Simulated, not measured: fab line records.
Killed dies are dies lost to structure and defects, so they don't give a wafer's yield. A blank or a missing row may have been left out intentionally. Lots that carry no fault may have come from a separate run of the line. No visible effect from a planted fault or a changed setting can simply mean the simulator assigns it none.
The tool behind it: which one? | flow n5_finfet | 10 lots with 30 wafers sampled at 5 steps, on a route of 1938 steps

== WHAT EACH GAUGE READ, for each wafer ==
The record holds no reading of a measuring or inspecting step that can be judged against a usual standard deviation.

== WHICH TOOL RAN EACH LOT (tool, then ch and the chambers of the sampled wafers, then the start) ==
lot  | N5_BEOL_M9_ETCH_76                 | N5_MIM_TOP_ALD_01                           | N5_MIM_TOP_ETCH_ETCH_00           | N5_PASSIVATION_STRIP_34            | N5_PASSIVATION_PROBE_49
L127 | rie_diel-06 ch 0,3, day 11 21:42   | ald_hk-01 ch 0,1,3, day 14 00:25 or earlier | rie_metal-01 ch 0,1, day 14 00:25 | rie_diel-01 ch 0,2,3, day 14 06:13 | -
L130 | rie_diel-02 ch 0,1,3, day 11 23:13 | ald_hk-03 ch 1,2,3, day 14 09:17 or earlier | rie_metal-01 ch 0,1, day 14 09:17 | rie_diel-03 ch 0,1,2, day 14 15:16 | -
L131 | rie_diel-06 ch 0,1,3, day 12 01:55 | ald_hk-01 ch 0,1,2, day 14 10:48 or earlier | rie_metal-01 ch 0,1, day 14 10:48 | rie_diel-05 ch 0,2,3, day 14 16:46 | -
L132 | rie_diel-04 ch 1,2,3, day 12 16:34 | ald_hk-01 ch 0,1,3, day 14 19:51 or earlier | rie_metal-03 ch 0,1, day 14 19:51 | rie_diel-05 ch 0,1,3, day 15 01:46 | -
L133 | rie_diel-02 ch 1,2,3, day 12 16:40 | ald_hk-01 ch 1,3, day 14 15:24 or earlier   | rie_metal-02 ch 0,1, day 14 15:24 | rie_diel-05 ch 1,2,3, day 14 20:49 | -
L137 | rie_diel-06 ch 0,2,3, day 14 08:17 | ald_hk-02 ch 2,3, day 16 12:38 or earlier   | rie_metal-02 ch 0,1, day 16 12:38 | rie_diel-01 ch 0,1, day 16 18:05   | prober-01, day 16 22:21
L142 | rie_diel-06 ch 0,2,3, day 15 18:46 | ald_hk-03 ch 0,1,3, day 17 22:24 or earlier | rie_metal-01 ch 0,1, day 17 22:24 | rie_diel-01 ch 0,2,3, day 18 03:52 | prober-01, day 18 08:11
L143 | rie_diel-06 ch 0,2,3, day 16 04:56 | ald_hk-03 ch 1,2, day 18 09:37 or earlier   | rie_metal-02 ch 0,1, day 18 09:37 | rie_diel-01 ch 0,2, day 18 16:28   | prober-02, day 18 20:46
L144 | rie_diel-02 ch 0,1,2, day 16 05:07 | ald_hk-02 ch 0,1,2, day 18 09:47 or earlier | rie_metal-03 ch 0,1, day 18 09:47 | rie_diel-03 ch 1,2,3, day 18 16:10 | prober-02, day 18 20:31
L145 | rie_diel-04 ch 0,1,3, day 16 14:10 | ald_hk-02 ch 0,1,2, day 18 16:59 or earlier | rie_metal-01 ch 0,1, day 18 16:59 | rie_diel-03 ch 0,1,3, day 18 22:17 | -
- N5_BEOL_M9_ETCH_76: etches underlayer in N2/H2, target depth 6.5 nm, time 5.2 s.
- N5_MIM_TOP_ALD_01: deposits HfO2, target thk 5.6 nm, pulse time 1 s, purge time 3 s.
- N5_MIM_TOP_ETCH_ETCH_00: etches TiN in Cl2/BCl3, target depth 38.5 nm.
- N5_PASSIVATION_STRIP_34: strips in O2.
- N5_PASSIVATION_PROBE_49

== AS READ BY THE TOOLS THEMSELVES (means over the sampled wafers that have a number; for cases with no such wafer, the mark the record gives instead) ==
N5_BEOL_M9_ETCH_76. Usual: drypump_motor_current_A 5.8 A, standard deviation 0.33; etch_rf_on_time_s 5.21 s, standard deviation 0.18; oes_product_au 0.69 a.u., standard deviation 0.077; rf_vpp_V 525.0 V, standard deviation 2.7; showerhead_plenum_p_Torr 2.59 Torr, standard deviation 0.086; throttle_valve_pct 17.88 %, standard deviation 0.26.
lot  | tool        | drypump_motor_current_A (A) | etch_rf_on_time_s (s) | oes_product_au (a.u.) | rf_vpp_V (V) | showerhead_plenum_p_Torr (Torr) | throttle_valve_pct (%) | flag
L127 | rie_diel-06 | 5.9                         | 5.14                  | 0.72                  | 524.1        | 2.54                            | 17.74                  |
L130 | rie_diel-02 | 6.1                         | 5.31                  | 0.64                  | 522.2        | 2.50                            | 18.02                  |
L131 | rie_diel-06 | 5.9                         | 5.17                  | 0.73                  | 524.1        | 2.58                            | 17.83                  |
L132 | rie_diel-04 | 5.5                         | 5.01                  | 0.74                  | 524.1        | 2.58                            | 17.80                  |
L133 | rie_diel-02 | 5.7                         | 5.39                  | 0.68                  | 523.6        | 2.57                            | 17.97                  |
L137 | rie_diel-06 | 5.9                         | 5.29                  | 0.66                  | 524.2        | 2.56                            | 17.84                  |
L142 | rie_diel-06 | 5.9                         | 5.28                  | 0.65                  | 525.1        | 2.55                            | 17.87                  |
L143 | rie_diel-06 | 5.9                         | 5.21                  | 0.66                  | 523.4        | 2.55                            | 17.86                  |
L144 | rie_diel-02 | 5.9                         | 5.31                  | 0.69                  | 525.3        | 2.59                            | 17.95                  |
L145 | rie_diel-04 | 5.9                         | 5.06                  | 0.74                  | 525.0        | 2.59                            | 17.81                  |

N5_MIM_TOP_ALD_01. Usual: precursor_pulse_height_rel 0.997, standard deviation 0.019.
lot  | tool      | precursor_pulse_height_rel | flag
L127 | ald_hk-01 | 0.991                      |
L130 | ald_hk-03 | 0.994                      |
L131 | ald_hk-01 | 0.992                      |
L132 | ald_hk-01 | 1.016                      |
L133 | ald_hk-01 | 0.972                      |
L137 | ald_hk-02 | 0.985                      |
L142 | ald_hk-03 | 0.998                      |
L143 | ald_hk-03 | 0.994                      |
L144 | ald_hk-02 | 1.001                      |
L145 | ald_hk-02 | 1.004                      |

N5_MIM_TOP_ETCH_ETCH_00. Usual: drypump_motor_current_A 5.8 A, standard deviation 0.51; oes_product_au 0.81 a.u., standard deviation 0.091; throttle_valve_pct 22.88 %, standard deviation 0.22.
lot  | tool         | drypump_motor_current_A (A) | oes_product_au (a.u.) | throttle_valve_pct (%) | flag
L127 | rie_metal-01 | 5.9                         | 0.85                  | 22.93                  |
L130 | rie_metal-01 | 5.9                         | 0.84                  | 22.95                  |
L131 | rie_metal-01 | 5.9                         | 0.85                  | 22.95                  |
L132 | rie_metal-03 | 6.4                         | 0.79                  | 22.77                  |
L133 | rie_metal-02 | 5.4                         | 0.86                  | 22.73                  |
L137 | rie_metal-02 | 5.2                         | 0.76                  | 22.85                  |
L142 | rie_metal-01 | 5.9                         | 0.82                  | 22.96                  |
L143 | rie_metal-02 | 5.4                         | 0.82                  | 22.75                  |
L144 | rie_metal-03 | 6.4                         | 0.93                  | 22.82                  |
L145 | rie_metal-01 | 6.0                         | 0.81                  | 22.96                  |

N5_PASSIVATION_STRIP_34. Usual: drypump_motor_current_A 5.5 A, standard deviation 0.53; oes_product_au 0.77 a.u., standard deviation 0.079; rf_vpp_V 3.6 V, standard deviation 1.4; showerhead_plenum_p_Torr 2.13 Torr, standard deviation 0.057; throttle_valve_pct 16.80 %, standard deviation 0.21.
lot  | tool        | drypump_motor_current_A (A) | oes_product_au (a.u.) | rf_vpp_V (V) | showerhead_plenum_p_Torr (Torr) | throttle_valve_pct (%) | flag
L127 | rie_diel-01 | 5.5                         | 0.71                  | 3.2          | 2.14                            | 16.77                  |
L130 | rie_diel-03 | 5.5                         | 0.73                  | 3.4          | 2.12                            | 16.90                  |
L131 | rie_diel-05 | 5.5                         | 0.78                  | 4.0          | 2.15                            | 16.86                  |
L132 | rie_diel-05 | 5.5                         | 0.78                  | 3.7          | 2.09                            | 16.88                  |
L133 | rie_diel-05 | 5.3                         | 0.78                  | 4.0          | 2.14                            | 16.74                  |
L137 | rie_diel-01 | 5.6                         | 0.78                  | 3.6          | 2.11                            | 16.70                  |
L142 | rie_diel-01 | 5.5                         | 0.91                  | 3.5          | 2.13                            | 16.58                  |
L143 | rie_diel-01 | 5.4                         | 0.90                  | 5.0          | 2.14                            | 16.71                  |
L144 | rie_diel-03 | 5.6                         | 0.75                  | 3.5          | 2.14                            | 16.93                  |
L145 | rie_diel-03 | 5.7                         | 0.75                  | 3.8          | 2.16                            | 16.83                  |

N5_PASSIVATION_PROBE_49. Usual: defect_limited_yield 91.7 %, standard deviation 1.5; killed_at_M0_to_M3 32, standard deviation 10; killed_at_M4_up 14, standard deviation 5.3; killed_at_contacts 13, standard deviation 5.7; killed_at_front_end 37, standard deviation 10; killed_at_other 3.3, standard deviation 2.5; killed_dies 98, standard deviation 18; killed_open 65, standard deviation 13; killed_short 31, standard deviation 7.5; sort_bin_4_leakage 0.00 %, standard deviation 0.0099; sort_bin_5_function 4.9 %, standard deviation 0.91; sort_bin_6_memory 3.1 %, standard deviation 0.71; sort_n_pass 1082, standard deviation 18; sort_yield_pct 91.7 %, standard deviation 1.5.
lot  | tool      | defect_limited_yield (%) | killed_at_M0_to_M3 | killed_at_M4_up | killed_at_contacts | killed_at_front_end | killed_at_other | killed_dies | killed_open | killed_short | sort_bin_4_leakage (%) | sort_bin_5_function (%) | sort_bin_6_memory (%) | sort_n_pass | sort_yield_pct (%) | flag
L137 | prober-01 | 92.8                     | 21                 | 20              | 10                 | 31                  | 3.7             | 85          | 54          | 26           | 0.00                   | 4.3                     | 2.5                   | 1095        | 92.8               |
L142 | prober-01 | 87.8                     | 24                 | 61              | 18                 | 37                  | 5.0             | 144         | 66          | 25           | 0.03                   | 7.4                     | 3.1                   | 1035        | 87.7               | OFF
L143 | prober-02 | 89.4                     | 24                 | 62              | 6                  | 29                  | 3.0             | 125         | 45          | 25           | 0.00                   | 6.1                     | 2.6                   | 1055        | 89.4               | OFF
L144 | prober-02 | 90.4                     | 38                 | 16              | 10                 | 46                  | 4.0             | 113         | 80          | 32           | 0.00                   | 5.4                     | 3.9                   | 1067        | 90.4               |

== THE ANSWER, worked out from the rows above alone ==
Rule: lot off if the mean of its wafers having a number is beyond 3 standard deviations from the usual mean. A lot without any number at a reading at which 4 lots or more have one is off too. Where the step has rows for the other lots, those lots are counted as sound. The gauges are gone through in route order, then the tools' own readings, and for those a lot's mean is taken as printed above. The first step at which some lot is off is used, and at that step the reading that is off furthest; a lot without a number counts as furthest.
Off at N5_PASSIVATION_PROBE_49 (killed_at_M4_up): L142, L143. Neither off nor sound, because the step has no rows for them: L127, L130, L131, L132, L133, L145.
If a tool, at that step or one of the process steps before it, ran each lot that is off and ran no sound lot following the first of them, it fits. N5_MIM_TOP_ALD_01 gives no start for some lots, so the hours and the order of its lots are those of N5_MIM_TOP_ETCH_ETCH_00. Can't be told from this: 3 tools fit, rie_diel-06 at N5_BEOL_M9_ETCH_76, ald_hk-03 at N5_MIM_TOP_ALD_01, rie_diel-01 at N5_PASSIVATION_STRIP_34.

== WHAT THE SIMULATOR HAD PUT IN ==
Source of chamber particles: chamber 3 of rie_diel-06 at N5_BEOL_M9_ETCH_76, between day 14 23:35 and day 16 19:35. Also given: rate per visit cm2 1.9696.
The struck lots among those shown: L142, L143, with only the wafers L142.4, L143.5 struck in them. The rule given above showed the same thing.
